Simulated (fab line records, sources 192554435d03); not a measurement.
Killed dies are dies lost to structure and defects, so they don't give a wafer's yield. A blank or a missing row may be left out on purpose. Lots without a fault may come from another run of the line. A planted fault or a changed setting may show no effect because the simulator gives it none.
Chamber matching | flow n5_finfet | N5_FIN_CUT_CUT_ETCH_15 on rie_si-04: 4 sister chambers
The step etches Si in HBr/Cl2/O2, target depth 100 nm, bt time 10 s, time 42.4 s. 8 wafers are shown with their chamber, then 8 later ones without.

WAFERS WITH THEIR CHAMBER
wafer  | chamber | throttle_valve_pct (%) | drypump_motor_current_A (A)
L074.3 | 0       | 37.40                  | 5.9
L083.1 | 2       | 37.19                  | 5.3
L084.5 | 2       | 37.19                  | 5.3
L085.6 | 1       | 37.75                  | 5.7
L086.2 | 0       | 37.39                  | 6.0
L086.3 | 1       | 37.75                  | 5.7
L086.4 | 3       | 37.10                  | 5.7
L089.1 | 3       | 37.10                  | 5.8

WAFERS WITHOUT THEIR CHAMBER
wafer  | throttle_valve_pct (%) | drypump_motor_current_A (A)
L089.3 | 37.41                  | 5.9
L089.4 | 37.74                  | 5.7
L095.1 | 37.09                  | 5.8
L095.2 | 37.39                  | 6.0
L095.3 | 37.75                  | 5.7
L095.4 | 37.21                  | 5.3
L095.5 | 37.09                  | 5.7
L095.6 | 37.40                  | 5.9

WHICH CHAMBER EACH WENT THROUGH
wafer  | from the rows above | in truth
L089.3 | 0                   | 0
L089.4 | 1                   | 1
L095.1 | 3                   | 3
L095.2 | 0                   | 0
L095.3 | 1                   | 1
L095.4 | 2                   | 2
L095.5 | 3                   | 3
L095.6 | 0                   | 0
Placed correctly: 8 of 8. Can't be placed from these rows: 0. Placed wrongly: 0.
How it was worked out, from the rows above alone: a wafer's distance from a chamber is the root of the sum, over the readings, of the square of ((its reading less the chamber's mean) divided by the reading's scatter). The wafer belongs to the nearest chamber; if the next one is less than 2 further off, it can't be placed. A chamber's mean is the mean of its shown wafers. The scatter: the root of (the sum of the squares of (reading less its chamber's mean) over the shown wafers, divided by (wafers less chambers)).
